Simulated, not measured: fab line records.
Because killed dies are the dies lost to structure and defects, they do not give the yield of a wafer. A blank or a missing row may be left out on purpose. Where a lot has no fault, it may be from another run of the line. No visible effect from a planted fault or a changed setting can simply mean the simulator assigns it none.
Which tool did it? :: flow nand_harc :: 12 lots with 36 wafers sampled at 4 steps, on a route of 1159 steps

WHAT THE GAUGES SHOWED, per wafer
The record lacks any reading of a measuring or inspecting step that a usual standard deviation could be used to judge.

TOOL THAT RAN EACH LOT (tool first, then ch and the chambers of the sampled wafers, then the start)
lot: L298
NHARC_A_CHANNEL_HOLE_D1_ETCH_26: har_etch-02 ch 0,1, day 8 15:44
NHARC_A_CHANNEL_HOLE_D1_STRIP_27: rie_diel-11 ch 0,3, day 8 17:56 or earlier
NHARC_A_CHANNEL_FILL_D1_ALD_02: ald_hk-03 ch 0,1,3, day 8 17:56
NHARC_A_CHANNEL_FILL_D1_ALD_14: ald_hk-03 ch 1,2,3, day 9 00:55

lot: L299
NHARC_A_CHANNEL_HOLE_D1_ETCH_26: har_etch-02 ch 0,1, day 9 03:34
NHARC_A_CHANNEL_HOLE_D1_STRIP_27: rie_diel-04 ch 1,3, day 9 07:31 or earlier
NHARC_A_CHANNEL_FILL_D1_ALD_02: ald_hk-02 ch 0,2,3, day 9 07:31
NHARC_A_CHANNEL_FILL_D1_ALD_14: ald_hk-01 ch 1,2,3, day 9 14:40

lot: L302
NHARC_A_CHANNEL_HOLE_D1_ETCH_26: har_etch-02 ch 0,1, day 9 12:08
NHARC_A_CHANNEL_HOLE_D1_STRIP_27: rie_diel-11 ch 0,1,2, day 9 14:18 or earlier
NHARC_A_CHANNEL_FILL_D1_ALD_02: ald_hk-01 ch 1,2, day 9 14:18
NHARC_A_CHANNEL_FILL_D1_ALD_14: ald_hk-02 ch 0,1,3, day 9 21:20

lot: L303
NHARC_A_CHANNEL_HOLE_D1_ETCH_26: har_etch-01 ch 0,1, day 10 03:53
NHARC_A_CHANNEL_HOLE_D1_STRIP_27: rie_diel-04 ch 0,1,2, day 10 06:06 or earlier
NHARC_A_CHANNEL_FILL_D1_ALD_02: ald_hk-03 ch 1,2,3, day 10 06:06
NHARC_A_CHANNEL_FILL_D1_ALD_14: ald_hk-03 ch 0,2,3, day 10 12:56

lot: L304
NHARC_A_CHANNEL_HOLE_D1_ETCH_26: har_etch-02 ch 0,1, day 10 03:56
NHARC_A_CHANNEL_HOLE_D1_STRIP_27: rie_diel-09 ch 1,2, day 10 06:23 or earlier
NHARC_A_CHANNEL_FILL_D1_ALD_02: ald_hk-03 ch 0,2, day 10 06:23
NHARC_A_CHANNEL_FILL_D1_ALD_14: ald_hk-02 ch 2,3, day 10 12:57

lot: L305
NHARC_A_CHANNEL_HOLE_D1_ETCH_26: har_etch-01 ch 0,1, day 10 13:41
NHARC_A_CHANNEL_HOLE_D1_STRIP_27: rie_diel-11 ch 0,3, day 10 16:00 or earlier
NHARC_A_CHANNEL_FILL_D1_ALD_02: ald_hk-02 ch 1,2,3, day 10 16:00
NHARC_A_CHANNEL_FILL_D1_ALD_14: ald_hk-02 ch 1,2, day 10 23:37

lot: L308
NHARC_A_CHANNEL_HOLE_D1_ETCH_26: har_etch-01 ch 0,1, day 11 15:13
NHARC_A_CHANNEL_HOLE_D1_STRIP_27: rie_diel-04 ch 0,1,2, day 11 17:21 or earlier
NHARC_A_CHANNEL_FILL_D1_ALD_02: ald_hk-03 ch 0,1, day 11 17:21
NHARC_A_CHANNEL_FILL_D1_ALD_14: ald_hk-02 ch 0,2,3, day 12 00:46

lot: L316
NHARC_A_CHANNEL_HOLE_D1_ETCH_26: har_etch-02 ch 0,1, day 13 10:01
NHARC_A_CHANNEL_HOLE_D1_STRIP_27: rie_diel-04 ch 0,1,3, day 13 13:41 or earlier
NHARC_A_CHANNEL_FILL_D1_ALD_02: ald_hk-03 ch 0,1,3, day 13 13:41
NHARC_A_CHANNEL_FILL_D1_ALD_14: ald_hk-03 ch 0,1,3, day 13 20:43

lot: L317
NHARC_A_CHANNEL_HOLE_D1_ETCH_26: har_etch-01 ch 0,1, day 13 13:41
NHARC_A_CHANNEL_HOLE_D1_STRIP_27: rie_diel-04 ch 2,3, day 13 15:46 or earlier
NHARC_A_CHANNEL_FILL_D1_ALD_02: ald_hk-02 ch 0,3, day 13 15:46
NHARC_A_CHANNEL_FILL_D1_ALD_14: ald_hk-03 ch 0,1,2, day 13 20:51

lot: L319
NHARC_A_CHANNEL_HOLE_D1_ETCH_26: har_etch-02 ch 0,1, day 13 17:52
NHARC_A_CHANNEL_HOLE_D1_STRIP_27: rie_diel-11 ch 1,2,3, day 13 20:01 or earlier
NHARC_A_CHANNEL_FILL_D1_ALD_02: ald_hk-02 ch 0,1,3, day 13 20:01
NHARC_A_CHANNEL_FILL_D1_ALD_14: ald_hk-03 ch 0,2,3, day 14 05:01

lot: L318
NHARC_A_CHANNEL_HOLE_D1_ETCH_26: har_etch-01 ch 0,1, day 13 19:38
NHARC_A_CHANNEL_HOLE_D1_STRIP_27: rie_diel-11 ch 0,1,2, day 13 21:50 or earlier
NHARC_A_CHANNEL_FILL_D1_ALD_02: ald_hk-01 ch 0,1,2, day 13 21:50
NHARC_A_CHANNEL_FILL_D1_ALD_14: ald_hk-01 ch 0,2,3, day 14 05:02

lot: L320
NHARC_A_CHANNEL_HOLE_D1_ETCH_26: har_etch-02 ch 0,1, day 14 05:27
NHARC_A_CHANNEL_HOLE_D1_STRIP_27: rie_diel-11 ch 0,1,2, day 14 07:41 or earlier
NHARC_A_CHANNEL_FILL_D1_ALD_02: ald_hk-03 ch 0,2, day 14 07:41
NHARC_A_CHANNEL_FILL_D1_ALD_14: ald_hk-01 ch 1,3, day 14 14:36
- NHARC_A_CHANNEL_HOLE_D1_ETCH_26: etches the open film in C4F8/O2/Ar, time 224.1 s, target depth 300 nm.
- NHARC_A_CHANNEL_HOLE_D1_STRIP_27: strips in O2.
- NHARC_A_CHANNEL_FILL_D1_ALD_02: deposits SiO2, target thk 6 nm, pulse time 10 s, ald cycles 60.
- NHARC_A_CHANNEL_FILL_D1_ALD_14: deposits SiO2, target thk 2.5 nm, pulse time 10 s, ald cycles 25.

AS READ BY THE TOOLS THEMSELVES (means over the sampled wafers that have a number; for cases with no such wafer, the mark the record gives instead)
NHARC_A_CHANNEL_HOLE_D1_ETCH_26. Usual: drypump_motor_current_A 6.0 A, standard deviation 0.81; showerhead_plenum_p_Torr 3.76 Torr, standard deviation 0.088; throttle_valve_pct 24.585 %, standard deviation 0.01.
lot: L298
tool: har_etch-02
drypump_motor_current_A (A): 5.5
showerhead_plenum_p_Torr (Torr): 3.79
throttle_valve_pct (%): 24.584
flag: 

lot: L299
tool: har_etch-02
drypump_motor_current_A (A): 5.5
showerhead_plenum_p_Torr (Torr): 3.78
throttle_valve_pct (%): 24.595
flag: 

lot: L302
tool: har_etch-02
drypump_motor_current_A (A): 5.5
showerhead_plenum_p_Torr (Torr): 3.78
throttle_valve_pct (%): 24.583
flag: 

lot: L303
tool: har_etch-01
drypump_motor_current_A (A): 6.4
showerhead_plenum_p_Torr (Torr): 3.79
throttle_valve_pct (%): 24.581
flag: 

lot: L304
tool: har_etch-02
drypump_motor_current_A (A): 6.1
showerhead_plenum_p_Torr (Torr): 3.80
throttle_valve_pct (%): 24.585
flag: 

lot: L305
tool: har_etch-01
drypump_motor_current_A (A): 6.4
showerhead_plenum_p_Torr (Torr): 3.79
throttle_valve_pct (%): 24.586
flag: 

lot: L308
tool: har_etch-01
drypump_motor_current_A (A): 6.4
showerhead_plenum_p_Torr (Torr): 3.69
throttle_valve_pct (%): 24.584
flag: 

lot: L316
tool: har_etch-02
drypump_motor_current_A (A): 6.1
showerhead_plenum_p_Torr (Torr): 3.78
throttle_valve_pct (%): 24.590
flag: 

lot: L317
tool: har_etch-01
drypump_motor_current_A (A): 6.4
showerhead_plenum_p_Torr (Torr): 3.77
throttle_valve_pct (%): 24.576
flag: 

lot: L319
tool: har_etch-02
drypump_motor_current_A (A): 5.5
showerhead_plenum_p_Torr (Torr): 3.76
throttle_valve_pct (%): 24.585
flag: 

lot: L318
tool: har_etch-01
drypump_motor_current_A (A): 6.3
showerhead_plenum_p_Torr (Torr): 3.77
throttle_valve_pct (%): 24.585
flag: 

lot: L320
tool: har_etch-02
drypump_motor_current_A (A): 5.5
showerhead_plenum_p_Torr (Torr): 3.75
throttle_valve_pct (%): 24.592
flag: 

NHARC_A_CHANNEL_HOLE_D1_STRIP_27. Usual: drypump_motor_current_A 5.9 A, standard deviation 0.38; oes_product_au 1.001 a.u., standard deviation 0.0072; rf_vpp_V 57.8 V, standard deviation 0.93; showerhead_plenum_p_Torr 3.52 Torr, standard deviation 0.13; throttle_valve_pct 17.035 %, standard deviation 0.0092.
lot: L298
tool: rie_diel-11
drypump_motor_current_A (A): 5.9
oes_product_au (a.u.): 0.995
rf_vpp_V (V): 57.8
showerhead_plenum_p_Torr (Torr): 3.48
throttle_valve_pct (%): 17.037
flag: 

lot: L299
tool: rie_diel-04
drypump_motor_current_A (A): 5.6
oes_product_au (a.u.): 1.001
rf_vpp_V (V): 58.1
showerhead_plenum_p_Torr (Torr): 3.56
throttle_valve_pct (%): 17.033
flag: 

lot: L302
tool: rie_diel-11
drypump_motor_current_A (A): 6.1
oes_product_au (a.u.): 0.997
rf_vpp_V (V): 57.4
showerhead_plenum_p_Torr (Torr): 3.54
throttle_valve_pct (%): 17.026
flag: 

lot: L303
tool: rie_diel-04
drypump_motor_current_A (A): 5.8
oes_product_au (a.u.): 1.002
rf_vpp_V (V): 57.0
showerhead_plenum_p_Torr (Torr): 3.53
throttle_valve_pct (%): 17.035
flag: 

lot: L304
tool: rie_diel-09
drypump_motor_current_A (A): 5.4
oes_product_au (a.u.): 0.999
rf_vpp_V (V): 58.4
showerhead_plenum_p_Torr (Torr): 3.61
throttle_valve_pct (%): 17.033
flag: 

lot: L305
tool: rie_diel-11
drypump_motor_current_A (A): 5.9
oes_product_au (a.u.): 1.010
rf_vpp_V (V): 57.1
showerhead_plenum_p_Torr (Torr): 3.47
throttle_valve_pct (%): 17.036
flag: 

lot: L308
tool: rie_diel-04
drypump_motor_current_A (A): 5.7
oes_product_au (a.u.): 1.000
rf_vpp_V (V): 57.8
showerhead_plenum_p_Torr (Torr): 3.53
throttle_valve_pct (%): 17.035
flag: 

lot: L316
tool: rie_diel-04
drypump_motor_current_A (A): 5.6
oes_product_au (a.u.): 1.001
rf_vpp_V (V): 57.7
showerhead_plenum_p_Torr (Torr): 3.52
throttle_valve_pct (%): 17.038
flag: 

lot: L317
tool: rie_diel-04
drypump_motor_current_A (A): 6.1
oes_product_au (a.u.): 1.004
rf_vpp_V (V): 57.2
showerhead_plenum_p_Torr (Torr): 3.62
throttle_valve_pct (%): 17.036
flag: 

lot: L319
tool: rie_diel-11
drypump_motor_current_A (A): 6.1
oes_product_au (a.u.): 1.001
rf_vpp_V (V): 58.1
showerhead_plenum_p_Torr (Torr): 3.48
throttle_valve_pct (%): 17.036
flag: 

lot: L318
tool: rie_diel-11
drypump_motor_current_A (A): 6.1
oes_product_au (a.u.): 0.996
rf_vpp_V (V): 57.5
showerhead_plenum_p_Torr (Torr): 3.53
throttle_valve_pct (%): 17.036
flag: 

lot: L320
tool: rie_diel-11
drypump_motor_current_A (A): 6.1
oes_product_au (a.u.): 1.005
rf_vpp_V (V): 57.9
showerhead_plenum_p_Torr (Torr): 3.53
throttle_valve_pct (%): 17.041
flag: 

NHARC_A_CHANNEL_FILL_D1_ALD_02. Usual: heater_power_outer_w 259 W, standard deviation 30; heater_power_w 462 W, standard deviation 51; precursor_pulse_height_rel 0.998, standard deviation 0.02.
lot: L298
tool: ald_hk-03
heater_power_outer_w (W): 258
heater_power_w (W): 436
precursor_pulse_height_rel: 1.010
flag: 

lot: L299
tool: ald_hk-02
heater_power_outer_w (W): 265
heater_power_w (W): 489
precursor_pulse_height_rel: 1.020
flag: 

lot: L302
tool: ald_hk-01
heater_power_outer_w (W): 277
heater_power_w (W): 480
precursor_pulse_height_rel: 1.012
flag: 

lot: L303
tool: ald_hk-03
heater_power_outer_w (W): 258
heater_power_w (W): 455
precursor_pulse_height_rel: 1.008
flag: 

lot: L304
tool: ald_hk-03
heater_power_outer_w (W): 232
heater_power_w (W): 411
precursor_pulse_height_rel: 0.996
flag: 

lot: L305
tool: ald_hk-02
heater_power_outer_w (W): 248
heater_power_w (W): 450
precursor_pulse_height_rel: 0.977
flag: 

lot: L308
tool: ald_hk-03
heater_power_outer_w (W): 242
heater_power_w (W): 406
precursor_pulse_height_rel: 0.995
flag: 

lot: L316
tool: ald_hk-03
heater_power_outer_w (W): 261
heater_power_w (W): 442
precursor_pulse_height_rel: 0.997
flag: 

lot: L317
tool: ald_hk-02
heater_power_outer_w (W): 256
heater_power_w (W): 491
precursor_pulse_height_rel: 0.981
flag: 

lot: L319
tool: ald_hk-02
heater_power_outer_w (W): 246
heater_power_w (W): 469
precursor_pulse_height_rel: 0.981
flag: 

lot: L318
tool: ald_hk-01
heater_power_outer_w (W): 267
heater_power_w (W): 471
precursor_pulse_height_rel: 0.974
flag: 

lot: L320
tool: ald_hk-03
heater_power_outer_w (W): 235
heater_power_w (W): 404
precursor_pulse_height_rel: 1.012
flag: 

NHARC_A_CHANNEL_FILL_D1_ALD_14. Usual: heater_power_outer_w 261 W, standard deviation 31; heater_power_w 465 W, standard deviation 50; precursor_pulse_height_rel 1.001, standard deviation 0.019.
lot: L298
tool: ald_hk-03
heater_power_outer_w (W): 253
heater_power_w (W): 458
precursor_pulse_height_rel: 0.996
flag: 

lot: L299
tool: ald_hk-01
heater_power_outer_w (W): 281
heater_power_w (W): 478
precursor_pulse_height_rel: 0.996
flag: 

lot: L302
tool: ald_hk-02
heater_power_outer_w (W): 250
heater_power_w (W): 463
precursor_pulse_height_rel: 1.002
flag: 

lot: L303
tool: ald_hk-03
heater_power_outer_w (W): 251
heater_power_w (W): 441
precursor_pulse_height_rel: 0.982
flag: 

lot: L304
tool: ald_hk-02
heater_power_outer_w (W): 260
heater_power_w (W): 471
precursor_pulse_height_rel: 1.011
flag: 

lot: L305
tool: ald_hk-02
heater_power_outer_w (W): 272
heater_power_w (W): 490
precursor_pulse_height_rel: 1.008
flag: 

lot: L308
tool: ald_hk-02
heater_power_outer_w (W): 265
heater_power_w (W): 484
precursor_pulse_height_rel: 1.007
flag: 

lot: L316
tool: ald_hk-03
heater_power_outer_w (W): 261
heater_power_w (W): 439
precursor_pulse_height_rel: 1.015
flag: 

lot: L317
tool: ald_hk-03
heater_power_outer_w (W): 239
heater_power_w (W): 416
precursor_pulse_height_rel: 1.001
flag: 

lot: L319
tool: ald_hk-03
heater_power_outer_w (W): 255
heater_power_w (W): 442
precursor_pulse_height_rel: 0.995
flag: 

lot: L318
tool: ald_hk-01
heater_power_outer_w (W): 260
heater_power_w (W): 456
precursor_pulse_height_rel: 1.016
flag: 

lot: L320
tool: ald_hk-01
heater_power_outer_w (W): 310
heater_power_w (W): 529
precursor_pulse_height_rel: 1.016
flag: 

THE ANSWER, worked out from the rows above alone
Rule: a lot counts as off when the mean over its wafers that have a number is more than 3 standard deviations away from the usual mean. A lot without any number at a reading at which 4 lots or more have one is off too. Any other lot the step has rows for is counted as sound. The gauges are gone through in route order, then the tools' own readings, and for those a lot's mean is taken as printed above. The first step at which some lot is off is used, and at that step the reading that is off furthest; a lot without a number counts as furthest.
No lot is off on any of the readings shown, so nothing can be concluded from this.

WHAT THE SIMULATOR PUT IN
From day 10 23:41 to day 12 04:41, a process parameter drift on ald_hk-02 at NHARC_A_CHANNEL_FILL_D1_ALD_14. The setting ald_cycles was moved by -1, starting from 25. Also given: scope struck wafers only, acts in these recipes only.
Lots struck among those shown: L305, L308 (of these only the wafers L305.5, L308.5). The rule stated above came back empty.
